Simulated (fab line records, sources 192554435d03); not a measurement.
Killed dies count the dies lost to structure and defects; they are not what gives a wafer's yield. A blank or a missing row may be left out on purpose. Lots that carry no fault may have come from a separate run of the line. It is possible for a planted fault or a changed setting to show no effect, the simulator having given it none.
Chamber matching :: flow n5 finfet :: N5_FIN_SAQP_DESCUM_21 on rie diel-02 has 4 sister chambers
The step chemistry O2, time 7.9 s. 20 wafers are shown with their chamber, then 10 later ones without.

== WAFERS WITH THEIR CHAMBER ==
wafer: L074.1
chamber: 2
drypump motor current A (A): 6.1
showerhead plenum p Torr (Torr): 2.19
throttle valve pct (%): 20.83

wafer: L074.2
chamber: 3
drypump motor current A (A): 6.1
showerhead plenum p Torr (Torr): 2.00
throttle valve pct (%): 20.84

wafer: L074.6
chamber: 0
drypump motor current A (A): 5.9
showerhead plenum p Torr (Torr): 2.01
throttle valve pct (%): 20.57

wafer: L078.3
chamber: 0
drypump motor current A (A): 5.9
showerhead plenum p Torr (Torr): 2.00
throttle valve pct (%): 20.58

wafer: L078.5
chamber: 3
drypump motor current A (A): 6.1
showerhead plenum p Torr (Torr): 2.00
throttle valve pct (%): 20.83

wafer: L078.6
chamber: 2
drypump motor current A (A): 6.2
showerhead plenum p Torr (Torr): 2.19
throttle valve pct (%): 20.84

wafer: L081.1
chamber: 1
drypump motor current A (A): 5.0
showerhead plenum p Torr (Torr): 2.00
throttle valve pct (%): 20.32

wafer: L081.3
chamber: 3
drypump motor current A (A): 6.1
showerhead plenum p Torr (Torr): 2.00
throttle valve pct (%): 20.84

wafer: L081.5
chamber: 2
drypump motor current A (A): 6.2
showerhead plenum p Torr (Torr): 2.19
throttle valve pct (%): 20.84

wafer: L082.1
chamber: 3
drypump motor current A (A): 6.1
showerhead plenum p Torr (Torr): 2.00
throttle valve pct (%): 20.85

wafer: L082.4
chamber: 2
drypump motor current A (A): 6.1
showerhead plenum p Torr (Torr): 2.19
throttle valve pct (%): 20.85

wafer: L082.5
chamber: 3
drypump motor current A (A): 6.1
showerhead plenum p Torr (Torr): 2.00
throttle valve pct (%): 20.86

wafer: L083.2
chamber: 0
drypump motor current A (A): 5.9
showerhead plenum p Torr (Torr): 2.00
throttle valve pct (%): 20.61

wafer: L083.5
chamber: 2
drypump motor current A (A): 6.2
showerhead plenum p Torr (Torr): 2.19
throttle valve pct (%): 20.85

wafer: L083.6
chamber: 1
drypump motor current A (A): 5.0
showerhead plenum p Torr (Torr): 2.00
throttle valve pct (%): 20.33

wafer: L084.2
chamber: 1
drypump motor current A (A): 5.0
showerhead plenum p Torr (Torr): 2.00
throttle valve pct (%): 20.31

wafer: L084.3
chamber: 2
drypump motor current A (A): 6.2
showerhead plenum p Torr (Torr): 2.19
throttle valve pct (%): 20.86

wafer: L084.6
chamber: 3
drypump motor current A (A): 6.1
showerhead plenum p Torr (Torr): 1.99
throttle valve pct (%): 20.87

wafer: L085.1
chamber: 2
drypump motor current A (A): 6.2
showerhead plenum p Torr (Torr): 2.19
throttle valve pct (%): 20.87

wafer: L085.5
chamber: 1
drypump motor current A (A): 5.0
showerhead plenum p Torr (Torr): 2.00
throttle valve pct (%): 20.32

SIGNATURES, as means of the wafers listed above
reading: drypump motor current A
chamber 0: 5.900
chamber 1: 5.000
chamber 2: 6.171
chamber 3: 6.100
scatter within a chamber: 0.0299

reading: showerhead plenum p Torr
chamber 0: 2.0033
chamber 1: 2.0000
chamber 2: 2.1900
chamber 3: 1.9983
scatter within a chamber: 0.00306

reading: throttle valve pct
chamber 0: 20.5867
chamber 1: 20.3200
chamber 2: 20.8486
chamber 3: 20.8483
scatter within a chamber: 0.0142
Rule: distance of a wafer from a chamber = root of the sum over the readings of ((wafer's reading minus chamber's mean) / reading's scatter) squared. If the next closest chamber is less than 2 further off than the closest, the wafer can't be placed; otherwise it belongs to the closest. The scatter: the root of (the sum of the squares of (reading less its chamber's mean) over the shown wafers, divided by (wafers less chambers)).

== WAFERS WHOSE CHAMBER IS MISSING ==
wafer: L085.6
drypump motor current A (A): 6.2
showerhead plenum p Torr (Torr): 2.19
throttle valve pct (%): 20.86

wafer: L088.2
drypump motor current A (A): 6.1
showerhead plenum p Torr (Torr): 1.99
throttle valve pct (%): 20.88

wafer: L088.3
drypump motor current A (A): 6.2
showerhead plenum p Torr (Torr): 2.18
throttle valve pct (%): 20.85

wafer: L088.5
drypump motor current A (A): 5.9
showerhead plenum p Torr (Torr): 2.00
throttle valve pct (%): 20.60

wafer: L095.3
drypump motor current A (A): 5.0
showerhead plenum p Torr (Torr): 1.99
throttle valve pct (%): 20.34

wafer: L095.4
drypump motor current A (A): 5.9
showerhead plenum p Torr (Torr): 1.99
throttle valve pct (%): 20.65

wafer: L095.5
drypump motor current A (A): 5.9
showerhead plenum p Torr (Torr): 1.99
throttle valve pct (%): 20.64

wafer: L097.1
drypump motor current A (A): 5.9
showerhead plenum p Torr (Torr): 1.99
throttle valve pct (%): 20.65

wafer: L097.2
drypump motor current A (A): 6.1
showerhead plenum p Torr (Torr): 1.99
throttle valve pct (%): 20.90

wafer: L097.3
drypump motor current A (A): 6.2
showerhead plenum p Torr (Torr): 2.18
throttle valve pct (%): 20.88

== CHAMBER TAKEN BY EACH ==
wafer: L085.6
from the rows above: 2
in truth: 2

wafer: L088.2
from the rows above: 3
in truth: 3

wafer: L088.3
from the rows above: 2
in truth: 2

wafer: L088.5
from the rows above: 0
in truth: 0

wafer: L095.3
from the rows above: 1
in truth: 1

wafer: L095.4
from the rows above: 0
in truth: 0

wafer: L095.5
from the rows above: 0
in truth: 0

wafer: L097.1
from the rows above: 0
in truth: 0

wafer: L097.2
from the rows above: 3
in truth: 3

wafer: L097.3
from the rows above: 2
in truth: 2
Correctly placed: 10 of 10. Can't be placed from these rows: 0. 0 placed wrongly.
